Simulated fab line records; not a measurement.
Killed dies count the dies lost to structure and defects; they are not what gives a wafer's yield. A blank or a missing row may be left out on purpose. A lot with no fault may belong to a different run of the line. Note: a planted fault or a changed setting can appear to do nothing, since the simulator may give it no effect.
Which tool did it? + flow nand-harc + 72 wafers from 24 lots sampled at 6 of the route's 1159 steps

## WHAT THE GAUGES SHOWED, per wafer
NHARC_A_CONTACT_OVL_MEAS_43. Usual: overlay-x-nm -0.1 nm, standard deviation 0.86; overlay-y-nm 0.0 nm, standard deviation 0.73.
| lot  | measured     | on         | overlay-x-nm (nm) | overlay-y-nm (nm) | flag |
|------|--------------|------------|-------------------|-------------------|------|
| L074 | day 16 15:32 | overlay-01 | 0.6 0.7 1.4       | 0.2 0.8 0.5       |      |
| L078 | day 16 17:31 | overlay-02 | 1.6 0.9 1.3       | 0.1 0.5 -0.1      |      |
| L075 | day 16 21:40 | overlay-01 | 0.9 1.1 1.0       | -0.1 -0.2 -0.2    |      |
| L076 | day 17 04:10 | overlay-01 | 0.8 0.3 0.0       | 0.2 0.3 -0.1      |      |
| L077 | day 17 12:35 | overlay-01 | -0.1 -0.1 0.0     | -1.0 -0.8 -0.7    |      |
| L079 | day 17 17:58 | overlay-01 | -0.5 -0.3 -0.4    | -0.5 -0.2 -0.4    |      |
| L081 | day 17 23:24 | overlay-01 | 0.6 0.7 0.7       | 1.0 0.7 0.9       |      |
| L080 | day 18 06:08 | overlay-02 | -1.0 -1.8 -1.7    | -0.1 -0.5 -0.9    |      |
| L082 | day 18 14:07 | overlay-01 | -0.1 -0.1 0.3     | -0.7 -1.2 -0.3    |      |
| L083 | day 18 20:20 | overlay-01 | -0.3 -0.4 -0.5    | 0.0 -0.3 -0.2     |      |
| L084 | day 18 20:01 | overlay-02 | 0.4 0.5 0.9       | -0.5 -0.2 0.0     |      |
| L088 | day 20 01:16 | overlay-02 | -0.6 -0.9 -0.5    | 0.0 0.2 0.6       |      |
| L086 | day 20 02:08 | overlay-01 | 0.1 0.2 0.5       | -1.1 -0.5 -0.9    |      |
| L087 | day 20 05:35 | overlay-01 | -0.6 -0.7 -0.5    | 0.8 0.7 0.3       |      |
| L085 | day 20 14:25 | overlay-01 | 0.2 0.0 0.2       | 0.0 0.3 0.7       |      |
| L093 | day 20 17:44 | overlay-01 | 1.1 0.4 0.6       | -0.7 -0.6 -1.2    |      |
| L090 | day 20 15:32 | overlay-01 | -0.1 -0.4 0.0     | 0.3 0.6 0.2       |      |
| L091 | day 21 02:37 | overlay-01 | -0.6 0.1 -0.6     | -1.5 -1.6 -1.7    |      |
| L095 | day 21 04:49 | overlay-01 | 1.2 1.3 0.5       | -0.1 0.4 0.5      |      |
| L092 | day 21 10:48 | overlay-01 | -0.5 0.6 -0.2     | 0.7 0.7 0.7       |      |
| L089 | day 21 10:57 | overlay-02 | 0.6 0.1 0.2       | -0.4 -0.3 -0.4    |      |
| L094 | day 21 16:07 | overlay-01 | -1.1 -1.0 -1.1    | -1.1 -0.7 -0.8    |      |
| L097 | day 21 21:27 | overlay-01 | -1.6 -1.2 -1.9    | 1.6 1.6 1.0       |      |
| L096 | day 22 01:13 | overlay-02 | -1.2 -2.0 -2.0    | 0.8 0.9 0.8       |      |

NHARC_A_CONTACT_CD_MEAS_69: the cd target is 200 nm. Usual: cd-nm at 199.9 nm, with a standard deviation of 0.44.
| lot  | measured     | on        | cd-nm (nm)        | flag |
|------|--------------|-----------|-------------------|------|
| L074 | day 17 00:29 | cd-sem-03 | 199.4 199.5 199.1 |      |
| L078 | day 17 01:13 | cd-sem-02 | 200.2 200.6 200.6 |      |
| L075 | day 17 04:28 | cd-sem-02 | 199.5 199.7 199.5 |      |
| L076 | day 17 11:07 | cd-sem-02 | 199.8 199.3 199.6 |      |
| L077 | day 17 19:34 | cd-sem-01 | 200.5 200.3 200.7 |      |
| L079 | day 18 00:40 | cd-sem-01 | 199.8 199.7 200.1 |      |
| L081 | day 18 08:30 | cd-sem-03 | 200.1 200.4 199.9 |      |
| L080 | day 18 14:06 | cd-sem-01 | 199.6 200.4 199.1 |      |
| L082 | day 19 01:11 | cd-sem-01 | 199.8 200.4 200.1 |      |
| L083 | day 19 04:10 | cd-sem-03 | 199.8 199.8 200.2 |      |
| L084 | day 19 03:40 | cd-sem-03 | 199.9 200.2 199.6 |      |
| L088 | day 20 08:10 | cd-sem-02 | 199.8 200.0 199.8 |      |
| L086 | day 20 08:50 | cd-sem-02 | 199.8 199.5 200.1 |      |
| L087 | day 20 14:28 | cd-sem-01 | 199.4 199.6 199.7 |      |
| L085 | day 20 22:31 | cd-sem-02 | 200.3 199.8 199.5 |      |
| L093 | day 21 05:19 | cd-sem-01 | 200.0 199.4 199.8 |      |
| L090 | day 21 01:43 | cd-sem-02 | 199.6 199.3 199.8 |      |
| L091 | day 21 14:25 | cd-sem-03 | 200.9 199.8 200.1 |      |
| L095 | day 21 15:53 | cd-sem-03 | 200.1 199.9 199.8 |      |
| L092 | day 21 21:41 | cd-sem-01 | 200.6 199.7 200.6 |      |
| L089 | day 21 23:04 | cd-sem-01 | 200.5 200.1 200.7 |      |
| L094 | day 22 02:41 | cd-sem-03 | 199.6 199.6 199.5 |      |
| L097 | day 22 07:16 | cd-sem-02 | 200.0 199.4 200.0 |      |
| L096 | day 22 08:59 | cd-sem-02 | 200.9 200.7 200.4 |      |

## EACH LOT AND THE TOOL THAT RAN IT (in order: tool; ch and the chambers of the sampled wafers; start)
| lot  | NHARC_A_WL_FILL_ETCHBACK_26      | NHARC_A_WL_FILL_CVD_20                   | NHARC_A_CONTACT_ETCH_49                       | NHARC_A_CONTACT_DEP_58          |
|------|----------------------------------|------------------------------------------|-----------------------------------------------|---------------------------------|
| L074 | rie-si-03 ch 2,3, day 16 02:29   | cvd-w-01 ch 0,1, day 16 15:32 or earlier | rie-diel-03 ch 2,3, day 16 23:58 or earlier   | pecvd-03 ch 0,1,2, day 16 23:58 |
| L078 | rie-si-03 ch 2,3, day 16 05:25   | cvd-w-02 ch 0,1, day 16 17:31 or earlier | rie-diel-03 ch 0,1,2, day 17 00:37 or earlier | pecvd-03 ch 0,1,2, day 17 00:37 |
| L075 | rie-si-04 ch 0,1,3, day 16 05:26 | cvd-w-01 ch 0,1, day 16 21:40 or earlier | rie-diel-03 ch 2,3, day 17 03:52 or earlier   | pecvd-03 ch 0,1, day 17 03:52   |
| L076 | rie-si-03 ch 0,3, day 16 08:33   | cvd-w-01 ch 1, day 17 04:10 or earlier   | rie-diel-11 ch 0,3, day 17 10:23 or earlier   | pecvd-03 ch 0,1, day 17 10:23   |
| L077 | rie-si-03 ch 1,3, day 16 15:38   | cvd-w-01 ch 0,1, day 17 12:35 or earlier | rie-diel-11 ch 0,1,2, day 17 18:58 or earlier | pecvd-03 ch 1,2, day 17 18:58   |
| L079 | rie-si-05 ch 0,1, day 17 02:43   | cvd-w-01 ch 0,1, day 17 17:58 or earlier | rie-diel-03 ch 0,1,3, day 18 00:04 or earlier | pecvd-04 ch 0,1, day 18 00:04   |
| L081 | rie-si-03 ch 1,2, day 17 10:35   | cvd-w-02 ch 0,1, day 17 23:24 or earlier | rie-diel-04 ch 1,2,3, day 18 07:57 or earlier | pecvd-04 ch 0,2, day 18 07:57   |
| L080 | rie-si-04 ch 0,2,3, day 17 20:10 | cvd-w-01 ch 0,1, day 18 06:08 or earlier | rie-diel-03 ch 0,2,3, day 18 13:22 or earlier | pecvd-03 ch 0,1,2, day 18 13:22 |
| L082 | rie-si-05 ch 0,2,3, day 18 02:43 | cvd-w-02 ch 0,1, day 18 14:07 or earlier | rie-diel-11 ch 1,2,3, day 19 00:36 or earlier | pecvd-03 ch 1,2, day 19 00:36   |
| L083 | rie-si-04 ch 0,2, day 18 10:28   | cvd-w-01 ch 0,1, day 18 20:20 or earlier | rie-diel-04 ch 0,1,2, day 19 03:26 or earlier | pecvd-03 ch 0,2, day 19 03:26   |
| L084 | rie-si-03 ch 0,3, day 18 10:29   | cvd-w-02 ch 0,1, day 18 20:01 or earlier | rie-diel-03 ch 1,3, day 19 02:59 or earlier   | pecvd-04 ch 1,2, day 19 02:59   |
| L088 | rie-si-05 ch 0,1, day 19 12:26   | cvd-w-01 ch 0,1, day 20 01:16 or earlier | rie-diel-03 ch 1,2,3, day 20 07:31 or earlier | pecvd-01 ch 0,1,2, day 20 07:31 |
| L086 | rie-si-03 ch 0,1,2, day 19 12:26 | cvd-w-02 ch 0,1, day 20 02:08 or earlier | rie-diel-04 ch 0,2,3, day 20 08:14 or earlier | pecvd-03 ch 0,1,2, day 20 08:14 |
| L087 | rie-si-04 ch 0,2,3, day 19 12:29 | cvd-w-01 ch 0,1, day 20 05:35 or earlier | rie-diel-11 ch 1,2,3, day 20 13:49 or earlier | pecvd-04 ch 0,1,2, day 20 13:49 |
| L085 | rie-si-03 ch 1,2, day 20 01:32   | cvd-w-02 ch 0,1, day 20 14:25 or earlier | rie-diel-03 ch 0,1,2, day 20 21:52 or earlier | pecvd-01 ch 0,1,2, day 20 21:52 |
| L093 | rie-si-03 ch 0,1,2, day 20 05:35 | cvd-w-02 ch 0,1, day 20 17:44 or earlier | rie-diel-03 ch 0,2,3, day 21 04:36 or earlier | pecvd-04 ch 0,1,2, day 21 04:36 |
| L090 | rie-si-05 ch 0,3, day 20 05:35   | cvd-w-01 ch 0,1, day 20 15:32 or earlier | rie-diel-11 ch 1,2, day 21 01:02 or earlier   | pecvd-01 ch 0,1, day 21 01:02   |
| L091 | rie-si-05 ch 0,3, day 20 09:53   | cvd-w-02 ch 0, day 21 02:37 or earlier   | rie-diel-03 ch 0,2, day 21 13:41 or earlier   | pecvd-04 ch 1,2, day 21 13:41   |
| L095 | rie-si-03 ch 1,2,3, day 20 09:53 | cvd-w-01 ch 0,1, day 21 04:49 or earlier | rie-diel-11 ch 1,3, day 21 15:13 or earlier   | pecvd-04 ch 0,2, day 21 15:13   |
| L092 | rie-si-03 ch 0,3, day 20 18:04   | cvd-w-02 ch 0,1, day 21 10:48 or earlier | rie-diel-03 ch 0,1, day 21 20:58 or earlier   | pecvd-04 ch 1,2, day 21 20:58   |
| L089 | rie-si-05 ch 0,3, day 20 18:05   | cvd-w-01 ch 0,1, day 21 10:57 or earlier | rie-diel-11 ch 0,1, day 21 22:22 or earlier   | pecvd-01 ch 0,1, day 21 22:22   |
| L094 | rie-si-05 ch 0,1, day 20 21:25   | cvd-w-02 ch 0,1, day 21 16:07 or earlier | rie-diel-04 ch 0,1,2, day 22 01:58 or earlier | pecvd-04 ch 0,1,2, day 22 01:58 |
| L097 | rie-si-05 ch 0,1,3, day 21 05:49 | cvd-w-02 ch 0,1, day 21 21:27 or earlier | rie-diel-03 ch 1,3, day 22 06:34 or earlier   | pecvd-03 ch 0,1,2, day 22 06:34 |
| L096 | rie-si-04 ch 0,2,3, day 21 05:49 | cvd-w-02 ch 1, day 22 01:13 or earlier   | rie-diel-04 ch 1,2,3, day 22 08:11 or earlier | pecvd-01 ch 1,2, day 22 08:11   |
- NHARC_A_WL_FILL_ETCHBACK_26: etches the open film in HBr, target depth 52 nm, time 13.3 s.
- NHARC_A_WL_FILL_CVD_20: deposits W, target thk 75 nm, time 5064 s.
- NHARC_A_CONTACT_ETCH_49: etches the open film in N2/H2, target depth 260 nm, time 475.3 s.
- NHARC_A_CONTACT_DEP_58: deposits SiON, target thk 60 nm.

## WHAT THE TOOLS THEMSELVES READ (means of the sampled wafers that have a number; where no wafer has one, the mark that the record gives instead)
NHARC_A_WL_FILL_ETCHBACK_26. Usual: drypump-motor-current-A 5.7 A, standard deviation 0.3; oes-product-au 0.999 a.u., standard deviation 0.0092; throttle-valve-pct 23.266 %, standard deviation 0.0082.
| lot  | tool      | drypump-motor-current-A (A) | oes-product-au (a.u.) | throttle-valve-pct (%) | flag |
|------|-----------|-----------------------------|-----------------------|------------------------|------|
| L074 | rie-si-03 | 5.8                         | 1.004                 | 23.261                 |      |
| L078 | rie-si-03 | 5.7                         | 0.994                 | 23.264                 |      |
| L075 | rie-si-04 | 5.9                         | 0.994                 | 23.267                 |      |
| L076 | rie-si-03 | 5.7                         | 1.004                 | 23.276                 |      |
| L077 | rie-si-03 | 5.9                         | 1.009                 | 23.273                 |      |
| L079 | rie-si-05 | 5.7                         | 0.996                 | 23.260                 |      |
| L081 | rie-si-03 | 5.9                         | 1.006                 | 23.265                 |      |
| L080 | rie-si-04 | 5.5                         | 0.988                 | 23.260                 |      |
| L082 | rie-si-05 | 5.8                         | 0.999                 | 23.268                 |      |
| L083 | rie-si-04 | 5.8                         | 0.993                 | 23.258                 |      |
| L084 | rie-si-03 | 5.7                         | 0.997                 | 23.270                 |      |
| L088 | rie-si-05 | 5.7                         | 1.004                 | 23.268                 |      |
| L086 | rie-si-03 | 5.7                         | 1.003                 | 23.265                 |      |
| L087 | rie-si-04 | 5.5                         | 0.989                 | 23.269                 |      |
| L085 | rie-si-03 | 5.9                         | 0.995                 | 23.264                 |      |
| L093 | rie-si-03 | 5.7                         | 1.007                 | 23.260                 |      |
| L090 | rie-si-05 | 5.8                         | 0.993                 | 23.264                 |      |
| L091 | rie-si-05 | 5.8                         | 0.990                 | 23.271                 |      |
| L095 | rie-si-03 | 5.9                         | 1.001                 | 23.269                 |      |
| L092 | rie-si-03 | 5.7                         | 1.014                 | 23.253                 |      |
| L089 | rie-si-05 | 6.0                         | 0.993                 | 23.265                 |      |
| L094 | rie-si-05 | 5.7                         | 0.993                 | 23.265                 |      |
| L097 | rie-si-05 | 5.9                         | 0.994                 | 23.272                 |      |
| L096 | rie-si-04 | 5.5                         | 0.992                 | 23.265                 |      |

NHARC_A_WL_FILL_CVD_20. Usual: heater-power-w 502 W, standard deviation 59; mfc-ar-sccm 1560 sccm, standard deviation 5.1; throttle-valve-pct 7.89 %, standard deviation 0.21.
| lot  | tool     | heater-power-w (W) | mfc-ar-sccm (sccm) | throttle-valve-pct (%) | flag |
|------|----------|--------------------|--------------------|------------------------|------|
| L074 | cvd-w-01 | 542                | 1561               | 7.98                   |      |
| L078 | cvd-w-02 | 439                | 1564               | 8.02                   |      |
| L075 | cvd-w-01 | 548                | 1562               | 8.10                   |      |
| L076 | cvd-w-01 | 536                | 1560               | 8.09                   |      |
| L077 | cvd-w-01 | 571                | 1562               | 7.88                   |      |
| L079 | cvd-w-01 | 561                | 1560               | 7.92                   |      |
| L081 | cvd-w-02 | 455                | 1563               | 7.81                   |      |
| L080 | cvd-w-01 | 570                | 1556               | 7.82                   |      |
| L082 | cvd-w-02 | 443                | 1566               | 7.83                   |      |
| L083 | cvd-w-01 | 537                | 1561               | 8.11                   |      |
| L084 | cvd-w-02 | 453                | 1560               | 7.59                   |      |
| L088 | cvd-w-01 | 548                | 1561               | 8.16                   |      |
| L086 | cvd-w-02 | 456                | 1557               | 7.87                   |      |
| L087 | cvd-w-01 | 576                | 1559               | 8.05                   |      |
| L085 | cvd-w-02 | 438                | 1561               | 7.75                   |      |
| L093 | cvd-w-02 | 438                | 1562               | 7.75                   |      |
| L090 | cvd-w-01 | 563                | 1562               | 8.00                   |      |
| L091 | cvd-w-02 | 464                | 1559               | 7.88                   |      |
| L095 | cvd-w-01 | 571                | 1560               | 8.00                   |      |
| L092 | cvd-w-02 | 440                | 1560               | 7.71                   |      |
| L089 | cvd-w-01 | 548                | 1567               | 8.18                   |      |
| L094 | cvd-w-02 | 450                | 1562               | 7.89                   |      |
| L097 | cvd-w-02 | 443                | 1559               | 7.82                   |      |
| L096 | cvd-w-02 | 429                | 1556               | 7.54                   |      |

NHARC_A_CONTACT_ETCH_49. Usual: drypump-motor-current-A 5.7 A (standard deviation 0.38); mfc-ar-sccm 0.006 sccm (standard deviation 0.009); n2-flow-sccm 149.9 sccm (standard deviation 0.49); oes-product-au 1.001 a.u. (standard deviation 0.0085); rf-vpp-V 431.3 V (standard deviation 2.4); showerhead-plenum-p-Torr 2.07 Torr (standard deviation 0.082); throttle-valve-pct 14.170 % (standard deviation 0.0091).
| lot  | tool        | drypump-motor-current-A (A) | mfc-ar-sccm (sccm) | n2-flow-sccm (sccm) | oes-product-au (a.u.) | rf-vpp-V (V) | showerhead-plenum-p-Torr (Torr) | throttle-valve-pct (%) | flag |
|------|-------------|-----------------------------|--------------------|---------------------|-----------------------|--------------|---------------------------------|------------------------|------|
| L074 | rie-diel-03 | 5.7                         | 0.011              | 150.8               | 0.990                 | 432.4        | 2.11                            | 14.172                 |      |
| L078 | rie-diel-03 | 5.4                         | 0.014              | 149.6               | 0.994                 | 431.6        | 2.07                            | 14.168                 |      |
| L075 | rie-diel-03 | 5.7                         | 0.011              | 150.1               | 0.990                 | 432.5        | 2.11                            | 14.180                 |      |
| L076 | rie-diel-11 | 5.5                         | 0.000              | 149.4               | 1.004                 | 430.2        | 2.04                            | 14.167                 |      |
| L077 | rie-diel-11 | 5.6                         | 0.002              | 150.0               | 1.008                 | 432.1        | 2.09                            | 14.177                 |      |
| L079 | rie-diel-03 | 5.8                         | 0.008              | 149.8               | 0.999                 | 431.8        | 2.07                            | 14.166                 |      |
| L081 | rie-diel-04 | 5.6                         | 0.000              | 149.6               | 1.000                 | 429.2        | 2.00                            | 14.167                 |      |
| L080 | rie-diel-03 | 5.7                         | 0.005              | 149.3               | 0.997                 | 430.6        | 2.04                            | 14.178                 |      |
| L082 | rie-diel-11 | 5.8                         | 0.002              | 150.0               | 1.003                 | 432.8        | 2.11                            | 14.174                 |      |
| L083 | rie-diel-04 | 5.5                         | 0.004              | 150.1               | 1.006                 | 429.1        | 2.01                            | 14.172                 |      |
| L084 | rie-diel-03 | 5.8                         | 0.017              | 150.0               | 0.997                 | 433.0        | 2.16                            | 14.165                 |      |
| L088 | rie-diel-03 | 5.8                         | 0.014              | 149.8               | 1.001                 | 433.3        | 2.13                            | 14.172                 |      |
| L086 | rie-diel-04 | 5.9                         | 0.004              | 149.5               | 1.015                 | 430.6        | 2.02                            | 14.169                 |      |
| L087 | rie-diel-11 | 5.8                         | 0.002              | 149.9               | 1.008                 | 431.6        | 2.10                            | 14.171                 |      |
| L085 | rie-diel-03 | 5.5                         | 0.014              | 149.9               | 0.991                 | 431.0        | 2.06                            | 14.162                 |      |
| L093 | rie-diel-03 | 5.7                         | 0.005              | 150.0               | 0.990                 | 430.4        | 2.04                            | 14.176                 |      |
| L090 | rie-diel-11 | 5.9                         | 0.002              | 149.9               | 1.011                 | 433.4        | 2.13                            | 14.173                 |      |
| L091 | rie-diel-03 | 5.4                         | 0.011              | 149.8               | 0.993                 | 430.2        | 2.04                            | 14.166                 |      |
| L095 | rie-diel-11 | 5.6                         | 0.005              | 150.0               | 1.009                 | 431.7        | 2.06                            | 14.166                 |      |
| L092 | rie-diel-03 | 5.4                         | 0.008              | 149.6               | 1.002                 | 429.6        | 2.00                            | 14.162                 |      |
| L089 | rie-diel-11 | 5.4                         | 0.005              | 150.2               | 1.002                 | 430.0        | 2.04                            | 14.172                 |      |
| L094 | rie-diel-04 | 5.5                         | 0.004              | 149.8               | 0.994                 | 429.6        | 2.00                            | 14.169                 |      |
| L097 | rie-diel-03 | 5.8                         | 0.017              | 150.3               | 1.006                 | 433.7        | 2.15                            | 14.172                 |      |
| L096 | rie-diel-04 | 5.6                         | 0.000              | 150.3               | 1.002                 | 430.0        | 1.99                            | 14.176                 |      |

NHARC_A_CONTACT_DEP_58. Usual: heater-power-w at 768 W, with a standard deviation of 130.
| lot  | tool     | heater-power-w (W) | flag |
|------|----------|--------------------|------|
| L074 | pecvd-03 | 697                |      |
| L078 | pecvd-03 | 717                |      |
| L075 | pecvd-03 | 653                |      |
| L076 | pecvd-03 | 713                |      |
| L077 | pecvd-03 | 787                |      |
| L079 | pecvd-04 | 867                |      |
| L081 | pecvd-04 | 729                |      |
| L080 | pecvd-03 | 734                |      |
| L082 | pecvd-03 | 754                |      |
| L083 | pecvd-03 | 664                |      |
| L084 | pecvd-04 | 766                |      |
| L088 | pecvd-01 | 820                |      |
| L086 | pecvd-03 | 701                |      |
| L087 | pecvd-04 | 775                |      |
| L085 | pecvd-01 | 851                |      |
| L093 | pecvd-04 | 801                |      |
| L090 | pecvd-01 | 834                |      |
| L091 | pecvd-04 | 837                |      |
| L095 | pecvd-04 | 750                |      |
| L092 | pecvd-04 | 751                |      |
| L089 | pecvd-01 | 794                |      |
| L094 | pecvd-04 | 773                |      |
| L097 | pecvd-03 | 712                |      |
| L096 | pecvd-01 | 827                |      |

## THE ANSWER, worked out from the rows above alone
Rule: a lot counts as off when the mean over its wafers that have a number is more than 3 standard deviations away from the usual mean. Also off: a lot with no number at a reading for which 4 or more lots have one. The other lots that the step has rows for count as sound. After the gauges, taken in route order, come the tools' own readings; for these a lot's mean is taken, as printed above. At the first step where some lot is off, the reading lying furthest off is the one used; lots without a number count as furthest.
None of the lots is off at any reading shown; this tells nothing.

## WHAT THE SIMULATOR HAD PUT IN
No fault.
